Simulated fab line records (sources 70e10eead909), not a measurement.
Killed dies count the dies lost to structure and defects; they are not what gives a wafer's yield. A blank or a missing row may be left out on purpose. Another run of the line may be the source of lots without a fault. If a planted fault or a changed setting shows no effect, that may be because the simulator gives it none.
Matching of chambers -- flow nandHarc -- NHARC_P_CONTACT_DESCUM_17 on rieDiel-09: 4 sister chambers
The step chemistry O2, time 3 s. 8 wafers are shown with their chamber, then 8 later ones without.

WAFERS PAIRED WITH THEIR CHAMBERS
wafer,chamber,drypumpMotorCurrentA (A),throttleValvePct (%)
L079.1,3,6.3,11.307
L079.3,0,5.3,11.326
L079.5,2,5.7,11.305
L079.6,1,6.5,11.294
L081.1,3,6.3,11.301
L081.2,0,5.3,11.316
L081.3,1,6.5,11.306
L081.4,2,5.8,11.308

WAFERS WITH NO CHAMBER GIVEN
wafer,drypumpMotorCurrentA (A),throttleValvePct (%)
L081.5,5.8,11.311
L081.6,6.3,11.313
L082.1,5.3,11.333
L082.2,6.3,11.330
L082.3,6.5,11.306
L082.4,5.8,11.299
L082.5,6.5,11.310
L082.6,5.3,11.325

WHICH CHAMBER EACH ONE RAN IN
wafer,from the rows above,in truth
L081.5,2,2
L081.6,3,3
L082.1,0,0
L082.2,3,3
L082.3,1,1
L082.4,2,2
L082.5,1,1
L082.6,0,0
Correctly placed: 8 of 8. Number that these rows cannot place: 0. 0 placed wrongly.
How it was worked out, from the rows above alone: a wafer's distance from a chamber is the root of the sum, over the readings, of the square of ((its reading less the chamber's mean) divided by the reading's scatter). The wafer belongs to the nearest chamber; if the next one is less than 2 further off, it can't be placed. A chamber's mean is the mean of its shown wafers. The scatter: the root of (the sum of the squares of (reading less its chamber's mean) over the shown wafers, divided by (wafers less chambers)).
